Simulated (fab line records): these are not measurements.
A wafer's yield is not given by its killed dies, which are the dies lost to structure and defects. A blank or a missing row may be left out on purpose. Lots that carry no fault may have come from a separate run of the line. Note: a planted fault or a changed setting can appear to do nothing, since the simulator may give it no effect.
Chamber matching    flow n5Finfet    3 sister chambers for N5_BEOL_M6_PECVD_70 on pecvd-01
The step deposits SiO2 from TEOS/O2, target thk 20 nm, time 22.7 s. 20 wafers are shown with their chamber, then 10 later ones without.

## WAFERS PAIRED WITH THEIR CHAMBERS
wafer   chamber  throttleValvePct (%)  showerheadPlenumPTorr (Torr)  heaterPowerW (W)
L074.2  2        22.3                  8.70                          923
L074.5  1        21.7                  8.66                          590
L074.6  0        23.5                  8.77                          709
L079.3  2        22.5                  8.71                          775
L079.5  2        22.8                  8.73                          782
L079.6  1        22.0                  8.65                          619
L080.3  1        21.6                  8.66                          627
L080.5  1        22.0                  8.65                          623
L080.6  0        23.5                  8.73                          680
L083.1  1        21.6                  8.64                          627
L083.4  0        23.5                  8.75                          755
L083.6  2        22.6                  8.68                          904
L084.1  1        22.1                  8.66                          570
L084.2  0        23.7                  8.74                          696
L084.4  0        23.8                  8.74                          684
L085.2  0        23.3                  8.75                          701
L085.3  2        22.4                  8.70                          913
L085.6  1        21.9                  8.66                          498
L087.2  2        22.8                  8.71                          872
L087.3  0        23.6                  8.74                          652

SIGNATURES (means of the wafers above)
reading                chamber 0  chamber 1  chamber 2  scatter within a chamber
throttleValvePct       23.557     21.843     22.567     0.192
showerheadPlenumPTorr  8.7457     8.6543     8.7050     0.0126
heaterPowerW           696.71     593.43     861.50     49.5
Rule: distance of a wafer from a chamber = root of the sum over the readings of ((wafer's reading minus chamber's mean) / reading's scatter) squared. If the next closest chamber is less than 2 further off than the closest, the wafer can't be placed; otherwise it belongs to the closest. The scatter is the square root of a quotient: the sum, over the shown wafers, of each reading's squared deviation from its chamber's mean, divided by wafers minus chambers.

## WAFERS WITHOUT THEIR CHAMBER
wafer   throttleValvePct (%)  showerheadPlenumPTorr (Torr)  heaterPowerW (W)
L087.5  21.7                  8.67                          546
L092.1  23.8                  8.75                          724
L092.2  21.8                  8.64                          626
L092.5  23.8                  8.76                          712
L091.1  21.8                  8.66                          632
L091.4  21.9                  8.63                          632
L091.6  23.7                  8.74                          752
L094.1  22.6                  8.70                          894
L094.4  21.9                  8.65                          555
L094.5  22.8                  8.72                          880

## WHICH CHAMBER EACH ONE RAN IN
wafer   from the rows above  in truth
L087.5  1                    1
L092.1  0                    0
L092.2  1                    1
L092.5  0                    0
L091.1  1                    1
L091.4  1                    1
L091.6  0                    0
L094.1  2                    2
L094.4  1                    1
L094.5  2                    2
Correct placement for 10 of the 10. Can't be placed from these rows: 0. Number placed wrongly: 0.
